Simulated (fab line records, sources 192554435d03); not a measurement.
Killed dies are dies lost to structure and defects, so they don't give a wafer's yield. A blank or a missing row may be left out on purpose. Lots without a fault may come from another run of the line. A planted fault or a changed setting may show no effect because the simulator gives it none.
A struck lot beside a sound one | flow n5_finfet | 23 steps out of a route of 1938
Sound: wafers L959.3, L959.5, L959.6. Struck: wafer L961.1. (L961.5 of the same lot was not struck and is left out.) The cause comes at the end.
At each step with rows: each side's tool, then ch and its chambers, then its first start. Under that, the readings that differ: sound wafers | struck wafers | difference of the means | sigmas: that difference in standard deviations of wafers without a fault.
alike: readings whose means differ by less than 2 such deviations, and words and numbers that are the same on both sides. not compared: withheld readings, readings that some wafer has no value for, bounds like >300 that may hide the same value, and numbers for which the record gives no deviation and whose values overlap.
The two part at a step that has a row with sigmas, a row that says differs or no value, or rows on one side only. Numbers that don't overlap but have no deviation are shown without sigmas and don't part them. A reading that every wafer of one side lacks parts them only if that side has two wafers or more.

first, 3 steps without rows for these wafers: N5_PMOS_HMC_CHANNEL_EPI_EXPOSE_06 (exposes mask PMOS HMC BLK, target cd 240 nm); N5_PMOS_HMC_CHANNEL_EPI_PEB_07 (peb time 60 s); N5_PMOS_HMC_CHANNEL_EPI_DEVELOP_08 (develop time 30 s).
N5_PMOS_HMC_CHANNEL_EPI_CD_MEAS_09: target cd 237.4 nm.
  sound on cd_sem-01 ch 0, day 2 05:05; struck on cd_sem-03 ch 0, day 2 17:08
  alike: cd_nm
N5_PMOS_HMC_CHANNEL_EPI_OVL_MEAS_10:
  sound on overlay-01 ch 0, day 2 05:07; struck on overlay-02 ch 0, day 2 17:10
  alike: PMOS_HMC_BLK_OVL
N5_PMOS_HMC_CHANNEL_EPI_INSPECT_11: inspects for defects (macro).
  sound on defect_inspect-02, day 2 05:08; struck on defect_inspect-02, day 2 17:11
  alike: raw_defect_count
then, 1 step without rows for these wafers: N5_PMOS_HMC_CHANNEL_EPI_DESCUM_14 (chemistry O2, time 7.9 s).
N5_PMOS_HMC_CHANNEL_EPI_ETCH_32: etches BARC in N2/H2, stops on SiO2, target depth 85.8 nm, time 50.3 s.
  sound on rie_diel-02 ch 2,3, day 2 05:13; struck on rie_diel-02 ch 2, day 2 17:15
  alike: bias_w, chamber_pressure_mTorr, drypump_motor_current_A, oes_product_au, rf_vpp_V, showerhead_plenum_p_Torr, throttle_valve_pct
  not compared: rf_hours_counter_h
N5_PMOS_HMC_CHANNEL_EPI_HM_OPEN_15: chemistry CHF3/O2, target SiO2, target depth 40.6 nm, time 20.3 s.
  sound on rie_diel-02 ch 2,3, day 2 05:15; struck on rie_diel-02 ch 2, day 2 17:17
  alike: bias_w, chamber_pressure_mTorr, drypump_motor_current_A, oes_product_au, rf_vpp_V, showerhead_plenum_p_Torr, throttle_valve_pct
  not compared: rf_hours_counter_h
N5_PMOS_HMC_CHANNEL_EPI_STRIP_33: strips in N2/H2.
  sound on rie_diel-02 ch 2,3, day 2 05:19; struck on rie_diel-02 ch 2, day 2 17:21
  reading          | sound             | struck | difference | sigmas
  bias_power_w (W) | 8.015 8.002 7.963 | 8.043  | +0.050     | +2
  alike: chamber_pressure_mTorr, drypump_motor_current_A, oes_product_au, rf_vpp_V, showerhead_plenum_p_Torr, throttle_valve_pct
  not compared: rf_hours_counter_h
then, 1 step without rows for these wafers: N5_PMOS_HMC_CHANNEL_EPI_STRIP_17 (strips in SPM, time 750 s).
N5_PMOS_HMC_CHANNEL_EPI_ETCH_38: etches SiO2 in CF4, target depth 1.5 nm.
  sound on rie_si-04 ch 1,2, day 2 05:37; struck on rie_si-04 ch 0, day 2 17:39
  alike: bias_w, chamber_pressure_mTorr, drypump_motor_current_A, oes_product_au, throttle_valve_pct
  not compared: rf_hours_counter_h
N5_PMOS_HMC_CHANNEL_EPI_FIN_RECESS_16: chemistry HBr/Cl2, target Si, target depth 54 nm, time 18 s.
  sound on rie_si-04 ch 1,2, day 2 05:38; struck on rie_si-04 ch 0, day 2 17:40
  reading                                          | sound             | struck | difference | sigmas
  model.etch.depth_nm (nm)                         | 53.27 53.26 53.33 | 59.28  | +5.99      |
  model.PMOS_HMC_CHANNEL_EPI.feature_depth_nm (nm) | 53.27 53.26 53.33 | 59.28  | +5.99      |
  alike: bias_w, chamber_pressure_mTorr, drypump_motor_current_A, oes_product_au, throttle_valve_pct
  not compared: rf_hours_counter_h
then, 6 steps without rows for these wafers: N5_PMOS_HMC_CHANNEL_EPI_PRECLEAN_36 (cleans in O3/DIW, time 45 s); N5_PMOS_HMC_CHANNEL_EPI_PRECLEAN_18 (cleans in DHF, time 30 s); N5_PMOS_HMC_CHANNEL_EPI_SRD_19 (time 30 s); N5_PMOS_HMC_CHANNEL_EPI_EPI_20 (deposits SiGe30, target thk 59 nm); N5_PMOS_HMC_CHANNEL_EPI_HM_STRIP_35 (strips SiO2 in dHF, material SiO2, target depth 39.6 nm, time 216 s); N5_PMOS_HMC_CHANNEL_EPI_SRD_39 (time 30 s).
N5_PMOS_HMC_CHANNEL_EPI_CMP_21: polishes SiGe30, target thk 54 nm.
  sound on cmp-01 ch 0,3, day 2 07:34; struck on cmp-04 ch 3, day 2 19:42
  alike: motor_current_A
N5_PMOS_HMC_CHANNEL_EPI_THK_MEAS_22:
  sound on film_metro-01, day 2 07:50; struck on film_metro-01, day 2 19:53
  reading          | sound          | struck | difference | sigmas
  HMC_CMP_THK (nm) | 53.4 53.2 53.4 | 57.8   | +4.5       | +5
then, 2 steps without rows for these wafers: N5_PMOS_HMC_CHANNEL_EPI_PRECLEAN_40 (cleans in DHF, time 30 s); N5_PASSIVATION_PROBE_49.

WHERE THEY PART
First at N5_PMOS_HMC_CHANNEL_EPI_STRIP_33; last, within this record, at N5_PMOS_HMC_CHANNEL_EPI_THK_MEAS_22.

WHY: what the simulator had put in
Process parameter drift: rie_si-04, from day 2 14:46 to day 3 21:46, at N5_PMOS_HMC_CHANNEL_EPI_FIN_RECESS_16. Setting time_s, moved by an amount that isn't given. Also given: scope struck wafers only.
